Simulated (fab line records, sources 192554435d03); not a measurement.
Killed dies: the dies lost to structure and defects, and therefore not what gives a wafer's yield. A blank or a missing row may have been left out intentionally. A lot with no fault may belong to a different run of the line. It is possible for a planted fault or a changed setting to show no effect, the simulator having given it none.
The tool behind it: which one? / flow n5Finfet / Sampling: 10 lots, 30 wafers, 5 of 1938 route steps

WHAT EACH GAUGE READ, for each wafer
N5_BEOL_M4_RC_MEAS_101. Usual: DIBL_N 35.8 mV/V, standard deviation 1.8; DIBL_P 35.6 mV/V, standard deviation 2; IOFF_N 0.148 nA/um, standard deviation 0.028; IOFF_P 0.20 nA/um, standard deviation 0.034; ION_N 672 uA/um, standard deviation 12; ION_P 462 uA/um, standard deviation 8.5; SS_N 71.2 mV/dec, standard deviation 0.65; SS_P 73.1 mV/dec, standard deviation 0.67; VT_N 251 mV, standard deviation 3.3; VT_P -251 mV, standard deviation 3.8.
lot=L388; measured=day 9 00:37; on=prober-01; DIBL_N (mV/V)=36.3 36.9 38.3; DIBL_P (mV/V)=34.1 34.5 36.7; IOFF_N (nA/um)=0.138 0.141 0.175; IOFF_P (nA/um)=0.20 0.21 0.24; ION_N (uA/um)=662 675 677; ION_P (uA/um)=464 469 468; SS_N (mV/dec)=71.5 70.9 71.1; SS_P (mV/dec)=73.2 73.8 73.7; VT_N (mV)=253 253 247; VT_P (mV)=-248 -248 -248; flag=
lot=L390; measured=day 9 04:34; on=prober-01; DIBL_N (mV/V)=37.6 37.9 36.8; DIBL_P (mV/V)=36.9 37.5 35.5; IOFF_N (nA/um)=0.169 0.162 0.147; IOFF_P (nA/um)=0.20 0.22 0.18; ION_N (uA/um)=693 684 675; ION_P (uA/um)=465 461 462; SS_N (mV/dec)=71.9 71.7 71.4; SS_P (mV/dec)=73.8 74.0 72.9; VT_N (mV)=245 247 251; VT_P (mV)=-252 -249 -254; flag=
lot=L389; measured=day 9 07:14; on=prober-01; DIBL_N (mV/V)=36.3 35.4 36.7; DIBL_P (mV/V)=37.7 38.2 37.9; IOFF_N (nA/um)=0.161 0.152 0.165; IOFF_P (nA/um)=0.19 0.20 0.19; ION_N (uA/um)=686 674 671; ION_P (uA/um)=464 463 461; SS_N (mV/dec)=71.5 71.5 71.0; SS_P (mV/dec)=72.9 72.6 73.1; VT_N (mV)=250 252 250; VT_P (mV)=-256 -254 -256; flag=
lot=L391; measured=day 9 11:45; on=prober-02; DIBL_N (mV/V)=33.2 34.2 34.0; DIBL_P (mV/V)=32.1 33.6 32.3; IOFF_N (nA/um)=0.111 0.129 0.116; IOFF_P (nA/um)=0.16 0.19 0.16; ION_N (uA/um)=667 674 655; ION_P (uA/um)=459 467 453; SS_N (mV/dec)=70.4 70.5 70.5; SS_P (mV/dec)=72.0 72.8 72.6; VT_N (mV)=254 250 254; VT_P (mV)=-256 -250 -253; flag=
lot=L397; measured=day 11 02:08; on=prober-01; DIBL_N (mV/V)=35.6 34.6 34.9; DIBL_P (mV/V)=36.3 35.0 35.4; IOFF_N (nA/um)=0.158 0.145 0.152; IOFF_P (nA/um)=0.21 0.18 0.20; ION_N (uA/um)=679 681 679; ION_P (uA/um)=466 462 460; SS_N (mV/dec)=71.1 71.2 71.2; SS_P (mV/dec)=73.5 72.8 73.0; VT_N (mV)=248 251 250; VT_P (mV)=-252 -250 -249; flag=
lot=L398; measured=day 11 07:08; on=prober-02; DIBL_N (mV/V)=39.7 36.7 38.2; DIBL_P (mV/V)=38.6 35.2 37.0; IOFF_N (nA/um)=0.244 0.162 0.192; IOFF_P (nA/um)=0.31 0.25 0.27; ION_N (uA/um)=677 668 669; ION_P (uA/um)=467 468 459; SS_N (mV/dec)=73.2 72.6 72.4; SS_P (mV/dec)=74.3 73.2 74.0; VT_N (mV)=245 252 248; VT_P (mV)=-242 -243 -248; flag=
lot=L399; measured=day 11 04:51; on=prober-01; DIBL_N (mV/V)=34.9 34.6 34.2; DIBL_P (mV/V)=35.3 34.7 35.1; IOFF_N (nA/um)=0.141 0.142 0.134; IOFF_P (nA/um)=0.21 0.21 0.21; ION_N (uA/um)=672 671 673; ION_P (uA/um)=466 473 463; SS_N (mV/dec)=71.2 70.9 70.0; SS_P (mV/dec)=72.7 72.8 72.3; VT_N (mV)=251 252 249; VT_P (mV)=-248 -251 -251; flag=
lot=L404; measured=day 12 09:55; on=prober-02; DIBL_N (mV/V)=36.9 36.9 35.5; DIBL_P (mV/V)=35.4 36.1 35.7; IOFF_N (nA/um)=0.152 0.153 0.140; IOFF_P (nA/um)=0.17 0.18 0.18; ION_N (uA/um)=679 675 682; ION_P (uA/um)=453 451 465; SS_N (mV/dec)=70.9 71.9 71.0; SS_P (mV/dec)=73.3 72.9 73.2; VT_N (mV)=251 252 251; VT_P (mV)=-255 -254 -252; flag=
lot=L405; measured=day 12 19:14; on=prober-02; DIBL_N (mV/V)=36.4 39.3 37.4; DIBL_P (mV/V)=33.2 36.0 35.8; IOFF_N (nA/um)=0.145 0.208 0.170; IOFF_P (nA/um)=0.16 0.19 0.20; ION_N (uA/um)=671 659 685; ION_P (uA/um)=454 443 459; SS_N (mV/dec)=71.8 72.7 71.3; SS_P (mV/dec)=73.0 73.9 73.8; VT_N (mV)=253 249 249; VT_P (mV)=-257 -253 -250; flag=
lot=L408; measured=day 13 22:43; on=prober-02; DIBL_N (mV/V)=34.5 35.1 35.3; DIBL_P (mV/V)=34.1 35.6 35.2; IOFF_N (nA/um)=0.145 0.163 0.164; IOFF_P (nA/um)=0.19 0.21 0.21; ION_N (uA/um)=673 687 692; ION_P (uA/um)=471 470 469; SS_N (mV/dec)=70.7 70.5 70.9; SS_P (mV/dec)=72.4 72.9 72.9; VT_N (mV)=249 246 247; VT_P (mV)=-249 -247 -247; flag=

TOOL THAT RAN EACH LOT (tool first, then ch and the chambers of the sampled wafers, then the start)
lot=L388; N5_BEOL_M2_SURFACE_TREAT_85=pvdSputter-01, day 8 00:17; N5_BEOL_M2_ANNEAL_49=pvdSputter-01, day 8 00:38; N5_BEOL_M2_SPUTTER_81=pvdSputter-01, day 8 00:59; N5_BEOL_M3_ILD_DEP_00=pecvd-03 ch 0,1,2, day 8 07:09
lot=L390; N5_BEOL_M2_SURFACE_TREAT_85=pvdSputter-03, day 8 07:15; N5_BEOL_M2_ANNEAL_49=pvdSputter-02, day 8 08:00; N5_BEOL_M2_SPUTTER_81=pvdSputter-02, day 8 08:22; N5_BEOL_M3_ILD_DEP_00=pecvd-02 ch 0,2, day 8 10:49
lot=L389; N5_BEOL_M2_SURFACE_TREAT_85=pvdSputter-03, day 8 08:32; N5_BEOL_M2_ANNEAL_49=pvdSputter-03, day 8 09:05; N5_BEOL_M2_SPUTTER_81=pvdSputter-03, day 8 09:27; N5_BEOL_M3_ILD_DEP_00=pecvd-03 ch 0,1, day 8 11:55
lot=L391; N5_BEOL_M2_SURFACE_TREAT_85=pvdSputter-01, day 8 12:45; N5_BEOL_M2_ANNEAL_49=pvdSputter-01, day 8 13:11; N5_BEOL_M2_SPUTTER_81=pvdSputter-01, day 8 13:33; N5_BEOL_M3_ILD_DEP_00=pecvd-03 ch 0,1,2, day 8 15:59
lot=L397; N5_BEOL_M2_SURFACE_TREAT_85=pvdSputter-02, day 10 00:32; N5_BEOL_M2_ANNEAL_49=pvdSputter-01, day 10 01:05; N5_BEOL_M2_SPUTTER_81=pvdSputter-01, day 10 01:27; N5_BEOL_M3_ILD_DEP_00=pecvd-03 ch 1,2, day 10 05:50
lot=L398; N5_BEOL_M2_SURFACE_TREAT_85=pvdSputter-03, day 10 05:32; N5_BEOL_M2_ANNEAL_49=pvdSputter-03, day 10 05:59; N5_BEOL_M2_SPUTTER_81=pvdSputter-03, day 10 06:20; N5_BEOL_M3_ILD_DEP_00=pecvd-03 ch 0,1, day 10 08:57
lot=L399; N5_BEOL_M2_SURFACE_TREAT_85=pvdSputter-03, day 10 08:40; N5_BEOL_M2_ANNEAL_49=pvdSputter-02, day 10 09:15; N5_BEOL_M2_SPUTTER_81=pvdSputter-02, day 10 09:37; N5_BEOL_M3_ILD_DEP_00=pecvd-01 ch 0,1,2, day 10 12:02
lot=L404; N5_BEOL_M2_SURFACE_TREAT_85=pvdSputter-02, day 11 12:05; N5_BEOL_M2_ANNEAL_49=pvdSputter-02, day 11 12:31; N5_BEOL_M2_SPUTTER_81=pvdSputter-02, day 11 12:53; N5_BEOL_M3_ILD_DEP_00=pecvd-02 ch 0,2, day 11 15:20
lot=L405; N5_BEOL_M2_SURFACE_TREAT_85=pvdSputter-02, day 11 21:07; N5_BEOL_M2_ANNEAL_49=pvdSputter-01, day 11 21:34; N5_BEOL_M2_SPUTTER_81=pvdSputter-01, day 11 21:56; N5_BEOL_M3_ILD_DEP_00=pecvd-01 ch 0,1, day 12 00:39
lot=L408; N5_BEOL_M2_SURFACE_TREAT_85=pvdSputter-01, day 12 14:38; N5_BEOL_M2_ANNEAL_49=pvdSputter-02, day 12 15:03; N5_BEOL_M2_SPUTTER_81=pvdSputter-02, day 12 15:25; N5_BEOL_M3_ILD_DEP_00=pecvd-03 ch 0,1,2, day 12 17:50
- N5_BEOL_M2_SURFACE_TREAT_85
- N5_BEOL_M2_ANNEAL_49: time 240 s.
- N5_BEOL_M2_SPUTTER_81: material Cu, target thk 4.5 nm, time 8.29 s.
- N5_BEOL_M3_ILD_DEP_00: deposits SiOC from DEMS/O2, target thk 79 nm, time 15.3 s.

AS READ BY THE TOOLS THEMSELVES (means over the sampled wafers that have a number; for cases with no such wafer, the mark the record gives instead)
N5_BEOL_M2_ANNEAL_49. Usual: heaterPowerW 911 W, standard deviation 130; susceptor_temp_C_max 401.2, standard deviation 0.46.
lot=L388; tool=pvdSputter-01; heaterPowerW (W)=942; susceptor_temp_C_max=401.6; flag=
lot=L390; tool=pvdSputter-02; heaterPowerW (W)=898; susceptor_temp_C_max=401.1; flag=
lot=L389; tool=pvdSputter-03; heaterPowerW (W)=839; susceptor_temp_C_max=400.5; flag=
lot=L391; tool=pvdSputter-01; heaterPowerW (W)=910; susceptor_temp_C_max=401.4; flag=
lot=L397; tool=pvdSputter-01; heaterPowerW (W)=969; susceptor_temp_C_max=401.2; flag=
lot=L398; tool=pvdSputter-03; heaterPowerW (W)=859; susceptor_temp_C_max=400.7; flag=
lot=L399; tool=pvdSputter-02; heaterPowerW (W)=933; susceptor_temp_C_max=401.3; flag=
lot=L404; tool=pvdSputter-02; heaterPowerW (W)=893; susceptor_temp_C_max=401.3; flag=
lot=L405; tool=pvdSputter-01; heaterPowerW (W)=986; susceptor_temp_C_max=401.1; flag=
lot=L408; tool=pvdSputter-02; heaterPowerW (W)=990; susceptor_temp_C_max=401.6; flag=

N5_BEOL_M2_SPUTTER_81. Usual: throttleValvePct 30.2 %, standard deviation 1.1.
lot=L388; tool=pvdSputter-01; throttleValvePct (%)=30.1; flag=
lot=L390; tool=pvdSputter-02; throttleValvePct (%)=29.8; flag=
lot=L389; tool=pvdSputter-03; throttleValvePct (%)=28.7; flag=
lot=L391; tool=pvdSputter-01; throttleValvePct (%)=30.7; flag=
lot=L397; tool=pvdSputter-01; throttleValvePct (%)=31.1; flag=
lot=L398; tool=pvdSputter-03; throttleValvePct (%)=28.7; flag=
lot=L399; tool=pvdSputter-02; throttleValvePct (%)=29.8; flag=
lot=L404; tool=pvdSputter-02; throttleValvePct (%)=30.5; flag=
lot=L405; tool=pvdSputter-01; throttleValvePct (%)=30.8; flag=
lot=L408; tool=pvdSputter-02; throttleValvePct (%)=30.1; flag=

N5_BEOL_M3_ILD_DEP_00. Usual: chamberPressureTorr 5.001 Torr, standard deviation 0.011; heaterPowerW 469 W, standard deviation 65; rfFwdPowerW 493.3 W, standard deviation 2.9; showerheadPlenumPTorr 5.699 Torr, standard deviation 0.013; susceptorTempC 349.98 C, standard deviation 0.2; throttleValvePct 12.0 %, standard deviation 0.5.
lot=L388; tool=pecvd-03; chamberPressureTorr (Torr)=5.001; heaterPowerW (W)=483; rfFwdPowerW (W)=492.5; showerheadPlenumPTorr (Torr)=5.691; susceptorTempC (C)=350.07; throttleValvePct (%)=12.0; flag=
lot=L390; tool=pecvd-02; chamberPressureTorr (Torr)=5.004; heaterPowerW (W)=522; rfFwdPowerW (W)=490.4; showerheadPlenumPTorr (Torr)=5.693; susceptorTempC (C)=349.95; throttleValvePct (%)=12.5; flag=
lot=L389; tool=pecvd-03; chamberPressureTorr (Torr)=5.005; heaterPowerW (W)=479; rfFwdPowerW (W)=491.7; showerheadPlenumPTorr (Torr)=5.711; susceptorTempC (C)=350.15; throttleValvePct (%)=12.4; flag=
lot=L391; tool=pecvd-03; chamberPressureTorr (Torr)=5.000; heaterPowerW (W)=453; rfFwdPowerW (W)=494.9; showerheadPlenumPTorr (Torr)=5.699; susceptorTempC (C)=349.91; throttleValvePct (%)=11.9; flag=
lot=L397; tool=pecvd-03; chamberPressureTorr (Torr)=4.995; heaterPowerW (W)=391; rfFwdPowerW (W)=494.2; showerheadPlenumPTorr (Torr)=5.702; susceptorTempC (C)=343.75; throttleValvePct (%)=11.8; flag=OFF
lot=L398; tool=pecvd-03; chamberPressureTorr (Torr)=5.001; heaterPowerW (W)=417; rfFwdPowerW (W)=491.3; showerheadPlenumPTorr (Torr)=5.703; susceptorTempC (C)=343.73; throttleValvePct (%)=12.4; flag=OFF
lot=L399; tool=pecvd-01; chamberPressureTorr (Torr)=5.002; heaterPowerW (W)=491; rfFwdPowerW (W)=493.6; showerheadPlenumPTorr (Torr)=5.692; susceptorTempC (C)=349.86; throttleValvePct (%)=11.8; flag=
lot=L404; tool=pecvd-02; chamberPressureTorr (Torr)=4.999; heaterPowerW (W)=506; rfFwdPowerW (W)=491.4; showerheadPlenumPTorr (Torr)=5.697; susceptorTempC (C)=350.05; throttleValvePct (%)=12.5; flag=
lot=L405; tool=pecvd-01; chamberPressureTorr (Torr)=5.015; heaterPowerW (W)=471; rfFwdPowerW (W)=495.3; showerheadPlenumPTorr (Torr)=5.692; susceptorTempC (C)=349.81; throttleValvePct (%)=11.7; flag=
lot=L408; tool=pecvd-03; chamberPressureTorr (Torr)=5.001; heaterPowerW (W)=448; rfFwdPowerW (W)=493.5; showerheadPlenumPTorr (Torr)=5.700; susceptorTempC (C)=350.11; throttleValvePct (%)=12.1; flag=

THE ANSWER, worked out from the rows above alone
Rule: a lot is off if the mean of its wafers that have a number lies more than 3 standard deviations from the usual mean. Also off: a lot with no number at a reading for which 4 or more lots have one. Where the step has rows for the other lots, those lots are counted as sound. The gauges are gone through in route order, then the tools' own readings, and for those a lot's mean is taken as printed above. The first step at which some lot is off is used, and at that step the reading that is off furthest; a lot without a number counts as furthest.
Off, at N5_BEOL_M3_ILD_DEP_00 on susceptorTempC: L397, L398.
If a tool, at that step or one of the process steps before it, ran each lot that is off and ran no sound lot following the first of them, it fits. None of those tried fits.

WHAT THE SIMULATOR HAD INSERTED
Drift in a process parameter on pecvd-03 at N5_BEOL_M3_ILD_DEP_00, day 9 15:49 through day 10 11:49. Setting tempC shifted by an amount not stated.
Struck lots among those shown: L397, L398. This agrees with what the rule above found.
